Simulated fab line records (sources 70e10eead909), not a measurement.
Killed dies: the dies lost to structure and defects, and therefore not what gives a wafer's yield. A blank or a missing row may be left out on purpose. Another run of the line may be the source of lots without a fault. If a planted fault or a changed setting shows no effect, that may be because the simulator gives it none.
Problem report in the 8D (eight disciplines) form, filled by code    flow nand_harc    the parts of the form that need people (team, actions taken, sign-off) are left out

## 1. THE ISSUE
Wafers without a fault read 199, standard deviation 72; raw_defect_count at NHARC_P_GATE_INSPECT_68 reads a mean of 630 on 6 wafers belonging to 2 lots. Relative to the usual mean, that is a shift of +6.0 standard deviations.
First observed at day 11 22:28: wafer L303.2, on defect_inspect-01. Wafers with a number at this step in the record: 36, from 12 lots. Rule for "out", or "out of limits": more than 4 standard deviations from the usual mean. All remaining wafers that have a number are taken as sound.

## 2. WHAT IT IS AND WHAT IT IS NOT
question                     is                                    is not
which readings at this step  raw_defect_count                      -
which lots                   L303, L304                            L290, L291, L294, L295, L298, L299, L300, L301, L302, L312
which wafers of those lots   all that have a number                -
read on which gauges         defect_inspect-01, defect_inspect-02  -
when                         from day 11 22:28                     up to then (24 sound wafers); but 6 sound wafers of L302, L312 came after

## 3. THE SUSPECTS, EACH WITH WHAT RULES IT OUT
Counting: a tool stays on the suspect list if, at a process step up to the reading, it processed all lots that are out and no sound lot following the first of them.
- the gauge at NHARC_P_GATE_INSPECT_68: ruled out. The wafers that are out were read on 2 gauges (defect_inspect-01, defect_inspect-02).
- plasma_asher-01 at NHARC_P_GATE_STRIP_75 (strips in O2): ruled out as a lasting fault. Sound lots L302 ran on it after its first lot that is out, L303 (day 11 16:38).
- wet_bench-02 at NHARC_P_GATE_ETCH_77 (etches SiO2 in dHF, target depth 6 nm): kept. Every lot that is out went through it, starting with L303 (day 11 21:25), and after that it ran no sound lot; the last sound lot it ran before then is L301 (day 10 19:23).
Left after counting: wet_bench-02 at NHARC_P_GATE_ETCH_77.

## 4. THE CAUSE (what the simulator had put in)
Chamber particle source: wet_bench-02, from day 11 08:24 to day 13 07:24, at NHARC_P_GATE_ETCH_77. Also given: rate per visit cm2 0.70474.
This tool alone remained once counting was done.

## 5. THE CHAIN OF EFFECTS, in route order
Each row: a reading whose mean over the struck wafers that have a number lies more than 3 standard deviations from the usual. Scope: only readings with a usual standard deviation given in the record; hours: median across lots of the time from each lot's start at the first step in this table that gives one to its start at this step; sigmas: change in usual standard deviations.
hours  step                     reading              usual  on struck wafers  change  sigmas
0      NHARC_P_GATE_INSPECT_68  raw_defect_count     199    630               +432    +6.0
439    NHARC_END_SORT_01        killed_at_periphery  3.8    63.5              +59.7   +25
Later steps that measure or inspect, where all struck wafers having a row at the step show a number for every such reading and not one has moved that far: NHARC_P_CONTACT_OVL_MEAS_13.

## 6. HOW IT WOULD HAVE BEEN CAUGHT EARLIER
The first out-of-limits reading at a measuring or inspecting step in this record came at day 11 22:28, 14 hours after the fault's start at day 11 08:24.
Among the 2 lots that are out, L304 began NHARC_P_GATE_ETCH_77 on wet_bench-02 after day 11 22:28. Holding the tool at that time would have saved it.
